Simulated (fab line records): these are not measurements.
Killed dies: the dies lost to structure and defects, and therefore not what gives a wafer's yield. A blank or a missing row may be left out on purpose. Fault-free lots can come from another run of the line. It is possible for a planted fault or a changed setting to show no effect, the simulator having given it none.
Comparing a struck lot with a sound one ; flow nand_harc ; 20 out of 1302 route steps
Sound: these wafers, L645.2, L645.4, L645.5. Struck: wafers L648.2, L648.4, L648.6. The cause comes at the end.
At each step with rows: each side's tool, then ch and its chambers, then its first start. Under that, the readings that differ: sound wafers ; struck wafers ; difference of the means ; sigmas: that difference in standard deviations of wafers without a fault.
alike: readings whose means differ by less than 2 such deviations, and words and numbers that are the same on both sides. not compared: withheld readings, readings that some wafer has no value for, bounds like >300 that may hide the same value, and numbers for which the record gives no deviation and whose values overlap.
A row with sigmas, a row that says differs or no value, or rows on one side alone: a step with any of these is where the two part. Numbers that have no deviation but don't overlap get no sigmas and don't part them. A reading that every wafer of one side lacks parts them only if that side has two wafers or more.

NHARC_P_GATE_ALD_36: deposits SiNx, target thk 20 nm, pulse time 60 s, ald cycles 223.
  sound on ald_sin-02 ch 0,1,3, day 6 23:28; struck on ald_sin-02 ch 1,3, day 7 18:55
reading;sound;struck;difference;sigmas
precursor_pulse_height_rel;0.963 0.997 1.010;1.051 1.031 0.998;+0.037;+2
  alike: heater_power_w, susceptor_temp_C
NHARC_P_GATE_ETCHBACK_37: etches the open film in CHF3/O2, target depth 34.5 nm, time 17.2 s.
  sound on rie_diel-11 ch 0,3; struck on rie_diel-06 ch 1,2,3
  alike: drypump_motor_current_A, mfc_ar_sccm, oes_product_au, rf_vpp_V, showerhead_plenum_p_Torr, throttle_valve_pct
  not compared: rf_hours_counter_h
NHARC_P_GATE_STRIP_101: strips in O2, time 20 s.
  sound on rie_diel-11 ch 1,3, day 7 06:55; struck on rie_diel-06 ch 1,2, day 8 04:31
  alike: drypump_motor_current_A, mfc_ar_sccm, oes_product_au, rf_vpp_V, showerhead_plenum_p_Torr, throttle_valve_pct
  not compared: rf_hours_counter_h
then, 9 steps without rows for these wafers: NHARC_P_GATE_PRECLEAN_97 (cleans in SPM, time 600 s); NHARC_P_GATE_SRD_98; NHARC_P_GATE_PRECLEAN_99 (cleans in SC1); NHARC_P_GATE_SRD_100; NHARC_P_GATE_DEHYDRATE_38 (time 120 s); NHARC_P_GATE_HMDS_39 (time 30 s); NHARC_P_GATE_COAT_40; NHARC_P_GATE_SOFTBAKE_41 (time 95 s); NHARC_P_GATE_EBR_42.
NHARC_P_GATE_EXPOSE_43: exposes mask P NSD, target cd 720 nm.
  sound on krf_scanner-02 ch 0, day 7 07:33; struck on krf_scanner-03 ch 0, day 8 05:17
reading;sound;struck;difference;sigmas
mask;P_NSD#0 P_NSD#0 P_NSD#0;P_NSD_R1#0 P_NSD_R1#0 P_NSD_R1#0;differs;
then, 2 steps without rows for these wafers: NHARC_P_GATE_PEB_44 (peb time 85 s); NHARC_P_GATE_DEVELOP_45 (time 70 s).
NHARC_P_GATE_CD_MEAS_46 targets a cd of 720 nm.
  sound on cd_sem-01 ch 0, day 7 07:43; struck on cd_sem-02 ch 0, day 8 05:26
reading;sound;struck;difference;sigmas
cd_nm (nm);718.8 719.3 719.4;667.1 665.1 665.3;-53.3;-33
then, 1 step without rows for these wafers: NHARC_P_GATE_HARDBAKE_47 (time 80 s).
NHARC_P_GATE_DESCUM_48: chemistry O2, time 3 s.
  sound on rie_diel-07 ch 0,1,3, day 7 07:52; struck on rie_diel-07 ch 0,2, day 8 05:35
reading;sound;struck;difference;sigmas
model.P_GATE.cd_nm (nm);719.7 719.2 719.8;667.1 665.5 665.5;-53.5;
  alike: drypump_motor_current_A, mfc_ar_sccm, oes_product_au, rf_vpp_V, showerhead_plenum_p_Torr, throttle_valve_pct
  not compared: rf_hours_counter_h
following that, these wafers have no rows for 1 step: NHARC_P_GATE_IMPLANT_49.
-- record jumps: 18 days between struck wafers' starts before vs after; left off in module P_GATE, resumes in module END, first step shown is number 1302 of the route --
NHARC_END_SORT_01:
  at this point the record logs the struck wafers (prober-01 ch 0, day 26 09:03) and has no rows for the sound ones

## WHERE THEY PART
Last at NHARC_END_SORT_01 as far as this record goes, first at NHARC_P_GATE_ALD_36.

WHY: the cause the simulator had injected
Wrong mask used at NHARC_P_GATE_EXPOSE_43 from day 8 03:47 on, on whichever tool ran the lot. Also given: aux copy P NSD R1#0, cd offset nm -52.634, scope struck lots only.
